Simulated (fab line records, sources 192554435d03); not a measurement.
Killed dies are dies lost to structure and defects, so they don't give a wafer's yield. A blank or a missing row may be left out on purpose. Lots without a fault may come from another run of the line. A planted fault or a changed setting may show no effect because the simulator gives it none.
Chamber matching | flow n5_finfet | N5_BEOL_M13_DESCUM_33 on rie_diel-06: 4 sister chambers
The step chemistry O2, time 7.9 s. 16 wafers are shown with their chamber, then 8 later ones without.

WAFERS WITH THEIR CHAMBER
wafer  | chamber | showerhead_plenum_p_Torr (Torr) | throttle_valve_pct (%) | oes_product_au (a.u.)
L075.3 | 0       | 2.04                            | 20.29                  | 0.82
L075.4 | 1       | 2.01                            | 20.57                  | 0.73
L075.6 | 2       | 2.26                            | 20.47                  | 0.93
L077.3 | 2       | 2.26                            | 20.49                  | 0.91
L077.4 | 1       | 2.01                            | 20.58                  | 0.72
L077.5 | 1       | 2.01                            | 20.57                  | 0.72
L080.1 | 0       | 2.03                            | 20.26                  | 0.81
L080.2 | 3       | 1.98                            | 20.32                  | 0.75
L080.6 | 2       | 2.26                            | 20.47                  | 0.90
L081.1 | 1       | 2.01                            | 20.59                  | 0.72
L081.4 | 2       | 2.26                            | 20.49                  | 0.90
L081.6 | 0       | 2.03                            | 20.28                  | 0.81
L082.2 | 2       | 2.25                            | 20.48                  | 0.88
L082.4 | 0       | 2.03                            | 20.29                  | 0.80
L082.5 | 1       | 2.01                            | 20.60                  | 0.71
L086.1 | 3       | 1.98                            | 20.34                  | 0.74

SIGNATURES (means of the wafers above)
reading                  | chamber 0 | chamber 1 | chamber 2 | chamber 3 | scatter within a chamber
showerhead_plenum_p_Torr | 2.0325    | 2.0100    | 2.2580    | 1.9800    | 0.00359
throttle_valve_pct       | 20.2800   | 20.5820   | 20.4800   | 20.3300   | 0.0125
oes_product_au           | 0.8100    | 0.7200    | 0.9040    | 0.7450    | 0.0121
Rule: a wafer's distance from a chamber is the root of the sum, over the readings, of the square of ((its reading less the chamber's mean) divided by the reading's scatter). The wafer belongs to the nearest chamber; if the next one is less than 2 further off, it can't be placed. The scatter: the root of (the sum of the squares of (reading less its chamber's mean) over the shown wafers, divided by (wafers less chambers)).

WAFERS WITHOUT THEIR CHAMBER
wafer  | showerhead_plenum_p_Torr (Torr) | throttle_valve_pct (%) | oes_product_au (a.u.)
L086.3 | 2.01                            | 20.60                  | 0.72
L086.5 | 2.03                            | 20.29                  | 0.81
L085.3 | 1.98                            | 20.33                  | 0.74
L085.4 | 2.01                            | 20.60                  | 0.71
L085.5 | 2.01                            | 20.61                  | 0.71
L097.2 | 2.24                            | 20.54                  | 0.85
L097.3 | 2.00                            | 20.64                  | 0.70
L097.5 | 2.00                            | 20.66                  | 0.70

WHICH CHAMBER EACH WENT THROUGH
wafer  | from the rows above | in truth
L086.3 | 1                   | 1
L086.5 | 0                   | 0
L085.3 | 3                   | 3
L085.4 | 1                   | 1
L085.5 | 1                   | 1
L097.2 | 2                   | 2
L097.3 | 1                   | 1
L097.5 | 1                   | 1
Placed correctly: 8 of 8. Can't be placed from these rows: 0. Placed wrongly: 0.
